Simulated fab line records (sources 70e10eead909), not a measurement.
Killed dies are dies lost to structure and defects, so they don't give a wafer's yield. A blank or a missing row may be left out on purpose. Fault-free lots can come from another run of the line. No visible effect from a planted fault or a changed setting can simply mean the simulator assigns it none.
A lot that was struck, set against a sound lot -- flow nand-harc -- 14 out of 1302 route steps
Sound: these wafers, L420.2, L420.5, L420.6. Struck: wafer L430.5. (L430.2, L430.4 of the same lot were not struck and are left out.) The cause comes at the end.
Each step with rows lists, per side, the tool, then ch with its chambers, then its first start. Under that, the readings that differ: sound wafers -- struck wafers -- difference of the means -- sigmas: that difference in standard deviations of wafers without a fault.
alike: readings with means less than 2 such deviations apart, plus words and numbers identical on both sides. not compared: withheld readings, readings lacking a value on some wafer, bounds such as >300 that could conceal the same value, and numbers that have no deviation in the record and whose values overlap.
A row with sigmas, a row that says differs or no value, or rows on one side alone: a step with any of these is where the two part. Non-overlapping numbers with no deviation appear without sigmas and do not part them. A reading missing from all wafers of one side parts the sides only when that side holds two or more wafers.

first, 7 steps without rows for these wafers: NHARC_P_BONDPAD_COAT_36 (time 65 s); NHARC_P_BONDPAD_COAT_03 (resist thk 600 nm); NHARC_P_BONDPAD_SOFTBAKE_04 (time 70 s); NHARC_P_BONDPAD_EBR_05; NHARC_P_BONDPAD_EXPOSE_06 (exposes mask P BPAD); NHARC_P_BONDPAD_PEB_07 (peb time 80 s); NHARC_P_BONDPAD_DEVELOP_08 (time 50 s).
NHARC_P_BONDPAD_CD_MEAS_09: target cd 500 nm.
  sound on cd-sem-01 ch 0, day 7 02:38; struck on cd-sem-01 ch 0, day 11 07:13
  alike: cd-nm
NHARC_P_BONDPAD_OVL_MEAS_38:
  sound on overlay-01, day 7 02:43; struck on overlay-02, day 11 07:19
  alike: overlay-x-nm, overlay-y-nm
then, 1 step without rows for these wafers: NHARC_P_BONDPAD_HARDBAKE_10 (time 65 s).
NHARC_P_BONDPAD_DESCUM_11: chemistry O2, time 3 s.
  sound on rie-diel-11 ch 0,1,2, day 7 02:52; struck on rie-diel-11 ch 1, day 11 07:26
  alike: drypump-motor-current-A, oes-product-au, rf-vpp-V, showerhead-plenum-p-Torr, throttle-valve-pct
  not compared: rf-hours-counter-h
NHARC_P_BONDPAD_ETCH_37: etches the open film in N2/H2, target depth 60 nm, overetch 18 nm, time 65.91 s.
  sound on rie-diel-11 ch 0,1,2, day 7 02:57; struck on rie-diel-11 ch 2, day 11 07:31
  alike: drypump-motor-current-A, oes-product-au, rf-vpp-V, run-length-s, showerhead-plenum-p-Torr, throttle-valve-pct
  not compared: rf-hours-counter-h
NHARC_P_BONDPAD_ETCH_12: etches the open film in CHF3/O2, target depth 200 nm, time 100 s.
  sound on rie-diel-11 ch 1,2,3, day 7 03:03; struck on rie-diel-11 ch 0, day 11 07:38
reading,sound,struck,difference,sigmas
oes-product-au (a.u.),0.949 0.961 0.989,0.900,-0.066,-3
run-length-s (s),121.6 121.6 121.0,107.1,-14.3,-34
  alike: drypump-motor-current-A, rf-vpp-V, showerhead-plenum-p-Torr, throttle-valve-pct
  not compared: rf-hours-counter-h
NHARC_P_BONDPAD_CD_MEAS_13:
  sound on cd-sem-01, day 7 03:10; struck on cd-sem-02, day 11 07:45
  alike: cd-nm

WHERE THEY PART
NHARC_P_BONDPAD_ETCH_12 only, going by this record. Later steps at which nothing parts them and some readings are alike: NHARC_P_BONDPAD_CD_MEAS_13.

WHY: what had been put in by the simulator
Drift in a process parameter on rie-diel-11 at NHARC_P_BONDPAD_ETCH_12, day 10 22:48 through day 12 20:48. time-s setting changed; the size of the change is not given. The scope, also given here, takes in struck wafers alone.
